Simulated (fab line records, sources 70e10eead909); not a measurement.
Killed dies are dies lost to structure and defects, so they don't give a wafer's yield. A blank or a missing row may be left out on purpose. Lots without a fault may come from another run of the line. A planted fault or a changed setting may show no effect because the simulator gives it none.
Chamber matching | flow nand_harc | NHARC_A_CONTACT_DEP_58 on pecvd-02: 3 sister chambers
The step deposits SiON, target thk 60 nm. 6 wafers are shown with their chamber, then 12 later ones without.

WAFERS WITH THEIR CHAMBER
wafer  | chamber | heater_power_w (W) | susceptor_temp_C (C)
L083.3 | 1       | 765                | 400.05
L087.1 | 2       | 657                | 400.00
L087.6 | 0       | 725                | 400.06
L089.1 | 0       | 790                | 400.01
L089.4 | 2       | 667                | 400.22
L089.5 | 1       | 733                | 400.18

WAFERS WITHOUT THEIR CHAMBER
wafer  | heater_power_w (W) | susceptor_temp_C (C)
L094.2 | 635                | 400.14
L094.4 | 636                | 399.82
L094.5 | 651                | 400.05
L095.1 | 807                | 400.24
L095.4 | 743                | 400.04
L095.5 | 587                | 399.73
L096.2 | 551                | 399.96
L096.4 | 739                | 399.86
L096.5 | 782                | 400.01
L097.1 | 726                | 399.97
L097.2 | 786                | 400.26
L097.3 | 654                | 399.96

WHICH CHAMBER EACH WENT THROUGH
wafer  | from the rows above          | in truth
L094.2 | 2                            | 2
L094.4 | can't be placed: 2 or 0 or 1 | 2
L094.5 | 2                            | 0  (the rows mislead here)
L095.1 | can't be placed: 1 or 0      | 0
L095.4 | can't be placed: 0 or 1      | 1
L095.5 | 2                            | 2
L096.2 | 2                            | 2
L096.4 | can't be placed: 0 or 1 or 2 | 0
L096.5 | can't be placed: 0 or 1      | 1
L097.1 | can't be placed: 0 or 1 or 2 | 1
L097.2 | can't be placed: 1 or 0      | 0
L097.3 | 2                            | 2
Placed correctly: 4 of 12. Can't be placed from these rows: 7 (the true chamber is among the candidates in 7). Placed wrongly: 1.
How it was worked out, from the rows above alone: a wafer's distance from a chamber is the root of the sum, over the readings, of the square of ((its reading less the chamber's mean) divided by the reading's scatter). The wafer belongs to the nearest chamber; if the next one is less than 2 further off, it can't be placed. A chamber's mean is the mean of its shown wafers. The scatter: the root of (the sum of the squares of (reading less its chamber's mean) over the shown wafers, divided by (wafers less chambers)).
